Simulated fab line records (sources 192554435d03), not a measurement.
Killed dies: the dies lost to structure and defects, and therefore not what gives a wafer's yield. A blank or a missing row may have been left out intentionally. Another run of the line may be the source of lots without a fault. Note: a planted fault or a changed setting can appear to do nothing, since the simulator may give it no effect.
One fault seen from 2 desks :: flow n5 finfet :: only its own numbers are on each desk; what lay behind them is given at the end

THE METROLOGY DESK
Means of the sampled wafers that have a number, per lot and without regard to the tool the lot ran on: this is what the gauges read. The brackets show how far a lot's mean lies from the usual mean; more than 4 standard deviations puts the lot out of limits, marked OUT.
Columns: A = M14_OVL at N5_BEOL_M14_OVL_MEAS_29, usual 3 nm
lot: L425
first seen here: day 11 21:09
A: 5

lot: L426
first seen here: day 12 01:47
A: 1

lot: L430
first seen here: day 12 15:01
A: -2

lot: L435
first seen here: day 14 17:38
A: 4

lot: L437
first seen here: day 14 23:02
A: 9

lot: L436
first seen here: day 15 12:13
A: 4

lot: L439
first seen here: day 15 20:10
A: -1

lot: L440
first seen here: day 16 03:58
A: 3

lot: L444
first seen here: day 17 08:10
A: 2

lot: L447
first seen here: day 18 05:56
A: 3

lot: L448
first seen here: day 18 16:07
A: 10
This desk found nothing out of limits on any of the 11 lots.

THE TOOL OWNER'S DESK: pvd sputter-02
The tool's own readings at N5_BEOL_M14_SPUTTER_44 (material Ta, target thk 15 nm, time 24.19 s): means of the sampled wafers that have a number, for each lot that ran on this tool. The brackets show how far a lot's mean lies from the usual mean; more than 4 standard deviations puts the lot out of limits, marked OUT.
Columns: A = cathode dc power W at N5_BEOL_M14_SPUTTER_44, usual 15000 W; B = chamber pressure pa at N5_BEOL_M14_SPUTTER_44, usual 0.06997 Pa; C = throttle valve pct at N5_BEOL_M14_SPUTTER_44, usual 30.0 %
lot: L425
first seen here: day 11 23:50
A: 14998
B: 0.07014
C: 30.7

lot: L426
first seen here: day 12 03:19
A: 15001
B: 0.06998
C: 30.0

lot: L435
first seen here: day 14 19:07
A: 13589 (-99 or more) OUT
B: 0.07004
C: 30.8

lot: L437
first seen here: day 15 00:11
A: 13589 (-99 or more) OUT
B: 0.06999
C: 30.8

lot: L436
first seen here: day 15 15:02
A: 13591 (-99 or more) OUT
B: 0.06995
C: 30.0
This desk's finding: out of limits on L435, L436, L437; first on L435, day 14 19:07 (cathode dc power W at N5_BEOL_M14_SPUTTER_44). L425, L426 stayed within limits.

PUT TOGETHER
An alarm could have come from the tool owner's desk at day 14 19:07, on L435, L436, L437.
The metrology desk saw nothing out of limits.
The metrology desk has L435, L436, L437 on record, within its limits.
All the named lots went through N5_BEOL_M14_SPUTTER_44 on pvd sputter-02.

WHAT WAS PUT IN BY THE SIMULATOR
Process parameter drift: pvd sputter-02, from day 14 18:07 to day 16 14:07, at N5_BEOL_M14_SPUTTER_44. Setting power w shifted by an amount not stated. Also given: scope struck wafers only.
Struck lots among those shown: L435, L436, L437.
Time in hours from fault onset to the first out-of-limits reading at each desk: the tool owner's desk, 1.
